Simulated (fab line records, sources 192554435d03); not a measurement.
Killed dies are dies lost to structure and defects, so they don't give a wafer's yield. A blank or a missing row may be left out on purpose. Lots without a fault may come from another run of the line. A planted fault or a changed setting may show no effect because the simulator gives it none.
Chamber matching | flow n5_finfet | N5_HKMG_FIN_ETCH_67 on rie_diel-04: 4 sister chambers
The step etches SOC in N2/H2, stops on TiN, target depth 388.9 nm. 4 wafers are shown with their chamber, then 7 later ones without.

WAFERS WITH THEIR CHAMBER
wafer  | chamber | showerhead_plenum_p_Torr (Torr)
L078.6 | 2       | 2.59
L084.4 | 0       | 2.57
L085.1 | 1       | 2.44
L085.2 | 3       | 2.43

WAFERS WITHOUT THEIR CHAMBER
wafer  | showerhead_plenum_p_Torr (Torr)
L085.4 | 2.57
L086.2 | 2.43
L086.4 | 2.57
L086.6 | 2.57
L094.4 | 2.43
L094.5 | 2.56
L094.6 | 2.43

WHICH CHAMBER EACH WENT THROUGH
wafer  | from the rows above | in truth
L085.4 | 0                   | 0
L086.2 | 3                   | 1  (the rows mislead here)
L086.4 | 0                   | 0
L086.6 | 0                   | 0
L094.4 | 3                   | 3
L094.5 | 0                   | 0
L094.6 | 3                   | 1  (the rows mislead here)
Placed correctly: 5 of 7. Can't be placed from these rows: 0. Placed wrongly: 2.
How it was worked out, from the rows above alone: a wafer's distance from a chamber is the root of the sum, over the readings, of the square of ((its reading less the chamber's mean) divided by the reading's scatter). The wafer belongs to the nearest chamber; if the next one is less than 2 further off, it can't be placed. A chamber's mean is the mean of its shown wafers. The scatter: with one shown wafer a chamber, the root of the mean of the squares of how far each hidden wafer lies from its nearest shown one.
